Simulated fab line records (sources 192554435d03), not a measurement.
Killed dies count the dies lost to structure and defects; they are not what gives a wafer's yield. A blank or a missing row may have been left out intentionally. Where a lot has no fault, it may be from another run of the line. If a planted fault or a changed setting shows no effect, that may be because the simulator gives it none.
Matching of chambers | flow n5Finfet | rieDiel-02 running N5_BEOL_M4_ETCH_69: 4 sister chambers
The step etches SiARC in CF4, target depth 15.6 nm, time 26 s. 16 wafers are shown with their chamber, then 8 later ones without.

## WAFERS PAIRED WITH THEIR CHAMBERS
wafer  | chamber | showerheadPlenumPTorr (Torr) | throttleValvePct (%) | drypumpMotorCurrentA (A)
L079.2 | 3       | 2.153                        | 15.55                | 6.1
L079.4 | 2       | 2.139                        | 16.07                | 5.9
L079.6 | 1       | 2.140                        | 15.47                | 6.1
L082.1 | 1       | 2.137                        | 15.46                | 6.1
L082.3 | 0       | 2.064                        | 15.60                | 5.6
L082.5 | 3       | 2.151                        | 15.55                | 6.1
L084.1 | 1       | 2.136                        | 15.48                | 6.1
L084.3 | 2       | 2.135                        | 16.09                | 6.0
L084.6 | 2       | 2.134                        | 16.08                | 6.0
L083.2 | 3       | 2.149                        | 15.57                | 6.0
L083.5 | 2       | 2.134                        | 16.08                | 6.0
L083.6 | 1       | 2.135                        | 15.52                | 6.1
L088.2 | 3       | 2.146                        | 15.59                | 6.1
L088.4 | 1       | 2.133                        | 15.52                | 6.1
L088.6 | 0       | 2.061                        | 15.65                | 5.6
L093.1 | 3       | 2.144                        | 15.60                | 6.0

SIGNATURES, as means of the wafers listed above
reading               | chamber 0 | chamber 1 | chamber 2 | chamber 3 | scatter within a chamber
showerheadPlenumPTorr | 2.06250   | 2.13620   | 2.13550   | 2.14860   | 0.00291
throttleValvePct      | 15.6250   | 15.4900   | 16.0800   | 15.5720   | 0.0237
drypumpMotorCurrentA  | 5.600     | 6.100     | 5.975     | 6.060     | 0.0403
Rule: distance of a wafer from a chamber = root of the sum over the readings of ((wafer's reading minus chamber's mean) / reading's scatter) squared. The wafer belongs to the nearest chamber; if the next one is less than 2 further off, it can't be placed. How the scatter is found: for the shown wafers, subtract from each reading the mean of its chamber, square and add these, divide the total by (wafers less chambers), then take the root.

## WAFERS MISSING THEIR CHAMBER
wafer  | showerheadPlenumPTorr (Torr) | throttleValvePct (%) | drypumpMotorCurrentA (A)
L093.3 | 2.130                        | 15.51                | 6.1
L093.4 | 2.130                        | 16.13                | 5.9
L094.1 | 2.142                        | 15.61                | 6.0
L094.5 | 2.141                        | 15.60                | 6.0
L094.6 | 2.057                        | 15.67                | 5.6
L095.2 | 2.141                        | 15.61                | 6.0
L095.5 | 2.141                        | 15.62                | 6.0
L095.6 | 2.126                        | 16.13                | 6.0

## WHICH CHAMBER EACH ONE RAN IN
wafer  | from the rows above | in truth
L093.3 | 1                   | 1
L093.4 | 2                   | 2
L094.1 | 3                   | 3
L094.5 | 3                   | 3
L094.6 | 0                   | 0
L095.2 | 3                   | 3
L095.5 | 3                   | 3
L095.6 | 2                   | 2
Placed correctly: 8 of 8. Number that these rows cannot place: 0. Placed wrongly: 0.
